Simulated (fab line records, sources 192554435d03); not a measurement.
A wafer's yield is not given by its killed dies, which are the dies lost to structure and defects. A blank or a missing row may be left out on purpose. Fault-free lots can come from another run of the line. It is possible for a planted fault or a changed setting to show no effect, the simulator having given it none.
fab line records	flow n5-finfet
record lots=9	wafers=26	last-day=17
route steps=1938 shown SD_EPI_N@279 SD_EPI_P@306 BEOL_M4@1111
lots that met no fault: taken from a fault-free run of the same line
start-h: hours from the record's first day to the start of the lot's first wafer shown	wait-h: hours from the lot's prior step to this one	" unchanged from the row above	L1.1+2: a row that stands for several wafers	- no value present, or no start provided	* or withheld: withheld	< > ~ a bound
route shown NAME@n: a module of which the file shows steps, and the number in the route of the first	usual: mean and standard deviation over wafers with no fault	same: alike in all rows	chamber/n: place in a boat	sites: each site's reading	_std_site: the values' standard deviation	_edge_site: outer sites' mean less inner sites'	radius-mm: how far each site lies from the wafer's centre	mask NAME#n: copy n	behind: the tool/chamber that last shaped the wafer	hold: cause of the lot's hold/its duration in hours/its outcome	device: the n, p or np transistor that did not switch	end of line: at the end of the route, the tests of the same wafers	where a step has no rows: the recipe by itself	killed: dies lost to structure and defects at the first sort, not the wafer's yield	map: shows each die of a wafer: x if killed, . if not, _ if none is there
set.NAME: setting as actually run; set.NAME@STEP: the setting as run at that earlier step	model.NAME: the simulator's own value behind a step, which no gauge read
steps of the route over a sample of lots; a table a step, a row a wafer
services: the hour from which a tool's chamber was out of use, counted from the record's first day as start-h (under 0 if before that day), plus the number of hours and why
## steps
# step N5_SD_EPI_N_ETCH_16
# recipe chemistry=CHF3/O2	target=SiO2	target-depth-a=50	mask-material=SOC	pressure-mtorr=30	source-w=650	bias-w=170	Ar_flow_sccm=200	CHF3_flow_sccm=50	O2_flow_sccm=5	ion-energy-ev=200
# usual drypump-motor-current-A=5.7/0.55	oes-product-au=0.77/0.067	rf-vpp-V=525/12	showerhead-plenum-p-Torr=2.39/0.075	throttle-valve-pct=19.01/0.14
lot.wafer	tool	chamber	start-h	wait-h	drypump-motor-current-A	oes-product-au	rf-hours-counter-h	rf-vpp-V	showerhead-plenum-p-Torr	throttle-valve-pct
L942.1	rie-diel-06	1	52.23	0.1	5.6	0.76	138	516	2.23	19.04
L942.2	"	2	"	"	5.6	0.70	239	525	2.45	18.88
L942.4	"	3	"	"	5.1	0.69	228	528	2.38	19.07
L945.2	rie-diel-05	0	69.79	0.1	5.7	0.77	139	530	2.40	19.09
L945.5	"	1	"	"	6.1	0.78	-	507	2.29	19.09
L945.6	"	0	"	"	5.7	0.78	-	531	2.40	19.11
L949.5	rie-diel-04	3	92.27	0.0	4.9	0.75	-	525	2.33	19.10
L949.6	"	2	"	"	4.9	0.72	-	537	2.50	18.97
L959.2	rie-diel-05	0	150.35	0.1	5.8	0.75	171	529	2.39	19.15
L959.3	"	1	"	"	6.1	0.74	188	507	2.28	19.13
L959.5	"	0	"	"	5.7	0.75	-	529	2.39	19.16
L961.3	rie-diel-06	3	164.17	0.1	5.1	0.95	10	528	2.37	18.71
L961.4	"	1	"	"	5.6	0.74	180	514	2.21	19.11
L961.5	"	3	"	"	5.1	0.95	-	528	2.37	18.72
L962.1	rie-diel-04	1	169.62	0.1	5.8	0.87	39	503	2.46	19.13
L962.4	"	1	"	"	5.8	0.87	-	505	2.46	19.15
L962.6	"	1	"	"	5.8	0.87	-	503	2.46	19.13
L963.1	rie-diel-04	3	174.91	0.1	4.9	0.73	159	527	2.31	19.16
L963.3	"	2	"	"	4.8	0.71	201	537	2.49	18.99
L963.4	"	2	"	"	4.9	0.69	-	536	2.49	19.01
L964.1	rie-diel-04	2	185.39	0.1	4.9	0.70	204	536	2.49	19.02
L964.3	"	1	"	"	5.8	0.86	46	504	2.46	19.16
L964.5	"	2	"	"	4.9	0.70	-	537	2.49	19.01
L965.3	rie-diel-05	0	187.73	0.1	5.8	0.72	185	531	2.38	19.18
L965.4	"	1	"	"	6.1	0.73	202	507	2.27	19.15
L965.6	"	1	"	"	6.1	0.73	-	506	2.27	19.16
# step N5_SD_EPI_N_PRECLEAN_49
# recipe chemistry=NF3:NH3	afs-cycles=1	temp-c=30	time-s=20	sublimation-temp-c=180	sublimation-time-s=60	pressure-torr=3	rf-power-w=30
# usual time-s=20/0
lot.wafer	tool	chamber	start-h	wait-h	time-s
L942.1	remote-plasma-02	0	55.12	0.0	20
L942.2	"	0	"	"	20
L942.4	"	0	"	"	20
L945.2	remote-plasma-01	0	73.44	0.1	20
L945.5	"	0	"	"	17.518
L945.6	"	0	"	"	17.518
L949.5	remote-plasma-01	1	95.25	0.2	17.518
L949.6	"	1	"	"	17.518
L959.2	remote-plasma-01	1	154.99	0.1	20
L959.3	"	1	"	"	20
L959.5	"	1	"	"	20
L961.3	remote-plasma-02	0	167.10	0.1	20
L961.4	"	0	"	"	20
L961.5	"	0	"	"	20
L962.1	remote-plasma-01	1	172.52	0.0	20
L962.4	"	1	"	"	20
L962.6	"	1	"	"	20
L963.1	remote-plasma-01	1	177.86	0.0	20
L963.3	"	1	"	"	20
L963.4	"	1	"	"	20
L964.1	remote-plasma-02	0	188.30	0.0	20
L964.3	"	0	"	"	20
L964.5	"	0	"	"	20
L965.3	remote-plasma-01	0	190.67	0.1	20
L965.4	"	0	"	"	20
L965.6	"	0	"	"	20
# step N5_SD_EPI_P_DESCUM_14
# recipe chemistry=O2	time-s=7.9	source-power-w=50	bias-power-w=20	pressure-mtorr=20	rf-frequency-hz=2.712e+07	temp-c=40	resist=CAR-ArF-block	o2-flow-sccm=225
# usual drypump-motor-current-A=5.6/0.52	oes-product-au=0.78/0.068	rf-vpp-V=243.5/1.7	showerhead-plenum-p-Torr=2.11/0.09	throttle-valve-pct=20.46/0.23
lot.wafer	tool	chamber	start-h	wait-h	drypump-motor-current-A	oes-product-au	rf-hours-counter-h	rf-vpp-V	showerhead-plenum-p-Torr	throttle-valve-pct
L942.1	rie-diel-02	2	56.05	0.0	6.1	0.83	76	241.0	1.95	20.73
L942.2	"	0	"	"	5.3	0.78	130	244.0	2.09	20.52
L942.4	"	3	"	"	5.6	0.92	15	246.0	2.21	20.19
L945.2	rie-diel-03	0	74.35	0.0	5.3	0.76	146	244.3	2.09	20.62
L945.5	"	2	"	"	6.4	0.77	-	244.1	2.18	20.13
L945.6	"	3	"	"	5.8	0.81	-	245.5	2.20	20.45
L949.5	rie-diel-02	1	96.34	0.1	4.9	0.71	-	242.9	1.99	20.03
L949.6	"	2	"	"	6.1	0.81	-	239.5	1.94	20.75
L959.2	rie-diel-01	2	156.39	0.0	4.8	0.94	11	244.7	2.22	20.29
L959.3	"	3	"	"	5.2	0.78	150	243.0	2.09	20.61
L959.5	"	1	"	"	5.8	0.87	-	243.4	2.23	20.66
L961.3	rie-diel-02	2	167.93	0.0	6.1	0.79	108	240.0	1.94	20.78
L961.4	"	3	"	"	5.6	0.86	50	245.4	2.20	20.24
L961.5	"	2	"	"	6.1	0.80	-	240.4	1.94	20.78
L962.1	rie-diel-01	0	173.91	0.0	6.2	0.71	186	244.7	2.17	20.56
L962.4	"	3	"	"	5.2	0.77	154	243.2	2.09	20.61
L962.6	"	1	"	"	5.8	0.86	-	245.0	2.23	20.66
L963.1	rie-diel-03	2	178.90	0.0	6.4	0.74	155	243.2	2.17	20.18
L963.3	"	3	"	"	5.9	0.78	108	244.4	2.19	20.49
L963.4	"	1	"	"	5.2	0.74	153	243.1	2.09	20.71
L964.1	rie-diel-01	2	189.48	0.0	4.8	0.93	20	245.2	2.22	20.31
L964.3	"	3	"	"	5.2	0.76	158	242.8	2.08	20.62
L964.5	"	3	"	"	5.2	0.76	-	243.0	2.08	20.63
L965.3	rie-diel-01	3	191.46	0.0	5.2	0.76	159	243.0	2.08	20.62
L965.4	"	2	"	"	4.8	0.93	-	245.2	2.22	20.32
L965.6	"	0	"	"	6.1	0.70	-	245.1	2.17	20.57
# step N5_SD_EPI_P_ETCH_36
# recipe chemistry=CF4	target=SiARC	target-depth-a=455	mask-material=CAR-ArF-block	time-s=75.8	ion-energy-ev=80	pressure-mtorr=40	source-w=545	bias-w=36	Ar_flow_sccm=100	cf4-flow-sccm=100	ends=cleared
# usual drypump-motor-current-A=5.6/0.52	etch-rf-on-time-s=76.1/1.6	oes-product-au=0.67/0.058	rf-vpp-V=184.3/1.3	showerhead-plenum-p-Torr=2.17/0.087	throttle-valve-pct=15.65/0.2
lot.wafer	tool	chamber	start-h	wait-h	drypump-motor-current-A	etch-rf-on-time-s	oes-product-au	rf-hours-counter-h	rf-vpp-V	showerhead-plenum-p-Torr	throttle-valve-pct
L942.1	rie-diel-02	2	56.09	0.0	6.0	73.8	0.71	76	181.9	2.00	15.81
L942.2	"	0	"	"	5.3	75.5	0.66	130	185.3	2.15	15.74
L942.4	"	3	"	"	5.6	77.1	0.79	15	184.9	2.28	15.44
L945.2	rie-diel-03	0	74.39	0.0	5.3	76.0	0.65	146	184.2	2.15	15.91
L945.5	"	2	"	"	6.4	76.6	0.66	-	184.6	2.23	15.42
L945.6	"	3	"	"	5.9	77.2	0.68	-	185.9	2.25	15.56
L949.5	rie-diel-02	1	96.38	0.0	4.9	78.0	0.63	-	182.7	2.05	15.32
L949.6	"	2	"	"	6.1	76.8	0.68	-	181.5	2.00	15.83
L959.2	rie-diel-01	2	156.42	0.0	4.8	73.9	0.81	11	185.0	2.26	15.41
L959.3	"	3	"	"	5.2	72.1	0.67	150	184.9	2.14	15.81
L959.5	"	1	"	"	5.9	76.6	0.74	-	184.9	2.26	15.68
L961.3	rie-diel-02	2	167.97	0.0	6.1	73.8	0.68	108	182.2	1.99	15.88
L961.4	"	3	"	"	5.6	74.7	0.75	50	185.5	2.26	15.50
L961.5	"	2	"	"	6.1	72.7	0.68	-	182.9	1.99	15.86
L962.1	rie-diel-01	0	173.95	0.0	6.1	78.2	0.61	186	184.6	2.22	15.76
L962.4	"	3	"	"	5.2	73.5	0.65	154	183.4	2.14	15.82
L962.6	"	1	"	"	5.8	77.3	0.73	-	186.2	2.26	15.69
L963.1	rie-diel-03	2	178.94	0.0	6.4	76.0	0.64	155	184.4	2.22	15.47
L963.3	"	3	"	"	5.8	75.7	0.66	108	185.5	2.24	15.65
L963.4	"	1	"	"	5.2	75.7	0.63	153	183.8	2.14	15.83
L964.1	rie-diel-01	2	189.51	0.0	4.8	73.6	0.80	20	184.9	2.26	15.41
L964.3	"	3	"	"	5.2	72.9	0.66	158	184.6	2.14	15.83
L964.5	"	3	"	"	5.2	73.1	0.66	-	183.6	2.14	15.84
L965.3	rie-diel-01	3	191.50	0.0	5.2	72.3	0.66	159	185.4	2.14	15.80
L965.4	"	2	"	"	4.8	73.0	0.79	-	185.6	2.26	15.41
L965.6	"	0	"	"	6.2	78.1	0.60	-	186.3	2.22	15.78
# step N5_BEOL_M4_RC_MEAS_101
# usual DIBL_N=35.9/1.9	DIBL_P=35.8/2.4	IOFF_N=0.15/0.031	IOFF_P=0.21/0.037	ION_N=672/13	ION_P=462/8.3	SS_N=71.5/0.72	SS_P=73.2/0.67	VT_N=250/3.4	VT_P=-250/3.4
lot.wafer	tool	chamber	start-h	wait-h	DIBL_N[mV/V]	DIBL_P[mV/V]	IOFF_N[nA/um]	IOFF_P[nA/um]	ION_N[uA/um]	ION_P[uA/um]	SS_N[mV/dec]	SS_P[mV/dec]	VT_N[mV]	VT_P[mV]
L942.1	prober-02	0	166.95	0.0	37.0	37.6	0.15	0.22	676	466	71.2	73.8	250	-250
L942.2	"	0	"	"	36.5	35.3	0.13	0.18	657	450	71.2	73.2	253	-253
L942.4	"	0	"	"	36.5	36.1	0.13	0.19	660	457	71.4	72.7	252	-251
L945.2	prober-02	0	197.24	0.2	35.8	35.0	0.13	0.18	661	453	71.1	72.7	251	-252
L945.5	"	0	"	"	37.4	36.8	0.16	0.22	669	462	72.1	73.6	252	-250
L945.6	"	0	"	"	35.5	34.3	0.13	0.18	669	459	71.0	73.0	252	-251
L949.5	prober-02	0	203.63	0.6	33.1	32.7	0.11	0.16	657	456	70.2	71.7	252	-254
L949.6	"	0	"	"	36.3	36.9	0.17	0.22	678	460	71.2	73.2	247	-248
L959.2	prober-02	0	261.13	0.2	39.6	39.5	0.21	0.29	684	476	71.4	74.8	243	-247
L959.3	"	0	"	"	38.2	36.9	0.18	0.24	682	469	72.2	73.5	247	-251
L959.5	"	0	"	"	36.8	36.1	0.16	0.22	674	464	71.6	73.5	248	-249
L961.3	prober-01	0	276.05	0.3	36.3	34.0	0.16	0.20	682	465	71.4	73.8	250	-250
L961.4	"	0	"	"	33.1	30.0	0.10	0.14	656	453	71.2	72.4	254	-253
L961.5	"	0	"	"	34.3	32.4	0.12	0.17	669	461	70.8	72.6	252	-255
L962.1	prober-01	0	295.81	0.0	37.3	37.4	0.19	0.26	682	470	71.5	73.0	244	-246
L962.4	"	0	"	"	35.4	36.2	0.16	0.23	676	472	70.8	73.6	247	-248
L962.6	"	0	"	"	35.8	35.8	0.17	0.23	688	471	70.9	72.9	247	-248
L964.1	prober-01	0	310.02	0.0	38.1	39.6	0.19	0.26	677	462	72.5	74.5	246	-246
L964.3	"	0	"	"	37.9	38.2	0.18	0.23	696	474	72.1	74.2	249	-248
L964.5	"	0	"	"	35.8	37.0	0.15	0.20	674	464	71.2	74.0	251	-251
L963.1	prober-02	0	310.27	0.0	36.2	39.0	0.16	0.23	667	459	71.7	73.3	252	-248
L963.3	"	0	"	"	37.0	39.4	0.16	0.22	662	451	71.6	73.5	249	-250
L963.4	"	0	"	"	35.5	37.0	0.14	0.19	672	461	71.8	73.1	252	-250
L965.3	prober-02	0	313.89	0.3	34.6	33.6	0.13	0.20	674	473	70.6	72.7	250	-251
L965.4	"	0	"	"	36.8	35.7	0.17	0.23	690	475	71.4	73.0	249	-247
L965.6	"	0	"	"	36.9	35.7	0.16	0.23	682	473	71.3	72.5	253	-247
## services
tool	chamber	start-h	hours	kind
rie-diel-01	-	46.39	15.6	pm
rie-diel-03	-	55.82	1.1	repair
rie-diel-03	1	58.99	5.7	repair
rie-diel-02	1	66.08	13.3	repair
rie-diel-01	1	70.81	8.1	repair
rie-diel-05	3	71.28	7.9	repair
rie-diel-04	-	74.60	3.1	repair
rie-diel-06	0	82.55	4.1	repair
rie-diel-05	1	93.73	1.5	repair
rie-diel-01	2	95.05	-	clean
rie-diel-01	2	95.05	-	consumable-replace:focus-ring
rie-diel-01	2	95.05	-	consumable-replace:showerhead
rie-diel-01	2	95.05	24.1	scheduled-down
rie-diel-01	2	95.05	24.1	vent-cycle
rie-diel-02	2	100.33	12.5	repair
rie-diel-01	-	127.88	1.2	repair
rie-diel-05	-	130.49	0.3	repair
remote-plasma-02	-	135.55	0.4	repair
rie-diel-03	-	138.91	0.2	repair
rie-diel-03	2	153.41	8.3	repair
rie-diel-04	0	167.03	32.6	repair
rie-diel-03	1	168.76	2.7	repair
rie-diel-01	1	178.44	15.9	repair
rie-diel-04	3	191.39	5.6	repair
## key
first-sign step=N5_SD_EPI_N_PRECLEAN_49	reading=time-s	direction=down	sigmas=99+	usual=*	struck=*
effect none on later readings
met-at N5_SD_EPI_N_PRECLEAN_49
struck-lots L945,L949
struck-wafers L945.5,L945.6,L949.5,L949.6
not-acting-at N5_SD_EPI_N_ETCH_16,N5_SD_EPI_P_DESCUM_14,N5_SD_EPI_P_ETCH_36
fault kind=process-parameter-drift	tool=remote-plasma-01	chamber=-	onset-h=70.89	steps=N5_SD_EPI_N_PRECLEAN_49	channel=time-s	offset=*	shape=step	end-h=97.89	scope=struck-wafers-only	acts-in=*	stated=*
